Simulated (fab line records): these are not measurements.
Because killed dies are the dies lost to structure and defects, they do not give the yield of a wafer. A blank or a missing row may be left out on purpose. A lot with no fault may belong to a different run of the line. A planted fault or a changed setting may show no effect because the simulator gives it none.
Chamber matching + flow n5 finfet + N5_BEOL_M4_ALD_98 on ald sin-01: 4 sister chambers
The step deposits SiO2, target thk 2.5 nm, pulse time 1 s, co reactant pulse time 1 s. 14 wafers are shown with their chamber, then 6 later ones without.

== WAFERS PAIRED WITH THEIR CHAMBERS ==
| wafer  | chamber | heater power w (W) | precursor pulse height rel |
|--------|---------|--------------------|----------------------------|
| L135.1 | 3       | 86                 | 1.015                      |
| L135.2 | 1       | 66                 | 1.025                      |
| L135.5 | 2       | 86                 | 0.997                      |
| L148.3 | 1       | 64                 | 0.989                      |
| L148.4 | 2       | 88                 | 1.016                      |
| L148.5 | 3       | 85                 | 0.993                      |
| L151.4 | 2       | 89                 | 0.981                      |
| L151.5 | 1       | 66                 | 1.035                      |
| L151.6 | 0       | 86                 | 1.010                      |
| L150.4 | 3       | 88                 | 0.974                      |
| L150.5 | 1       | 65                 | 0.989                      |
| L152.3 | 2       | 86                 | 0.974                      |
| L152.6 | 2       | 88                 | 0.976                      |
| L153.1 | 1       | 64                 | 0.982                      |

SIGNATURES, as means of the wafers listed above
| reading                    | chamber 0 | chamber 1 | chamber 2 | chamber 3 | scatter within a chamber |
|----------------------------|-----------|-----------|-----------|-----------|--------------------------|
| heater power w             | 86.00     | 65.00     | 87.40     | 86.33     | 1.26                     |
| precursor pulse height rel | 1.01000   | 1.00400   | 0.98880   | 0.99400   | 0.021                    |
Rule: for each reading, subtract the chamber's mean from the wafer's reading, divide by that reading's scatter and square the result; add these up over the readings and take the root, which gives the wafer's distance from the chamber. If the next closest chamber is less than 2 further off than the closest, the wafer can't be placed; otherwise it belongs to the closest. How the scatter is found: for the shown wafers, subtract from each reading the mean of its chamber, square and add these, divide the total by (wafers less chambers), then take the root.

== WAFERS WITH NO CHAMBER GIVEN ==
| wafer  | heater power w (W) | precursor pulse height rel |
|--------|--------------------|----------------------------|
| L153.5 | 88                 | 0.986                      |
| L156.4 | 84                 | 0.985                      |
| L156.5 | 86                 | 0.993                      |
| L158.2 | 90                 | 1.023                      |
| L158.4 | 87                 | 0.995                      |
| L158.5 | 88                 | 1.006                      |

== CHAMBER TAKEN BY EACH ==
| wafer  | from the rows above          | in truth |
|--------|------------------------------|----------|
| L153.5 | can't be placed: 2 or 3 or 0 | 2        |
| L156.4 | can't be placed: 3 or 0 or 2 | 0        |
| L156.5 | can't be placed: 3 or 0 or 2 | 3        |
| L158.2 | can't be placed: 2 or 3 or 0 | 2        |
| L158.4 | can't be placed: 2 or 3 or 0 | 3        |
| L158.5 | can't be placed: 2 or 3 or 0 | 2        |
0 of 6 placed correctly. From these rows, 6 cannot be placed; in 6 the true chamber is one of the candidates. Placed wrongly: 0.
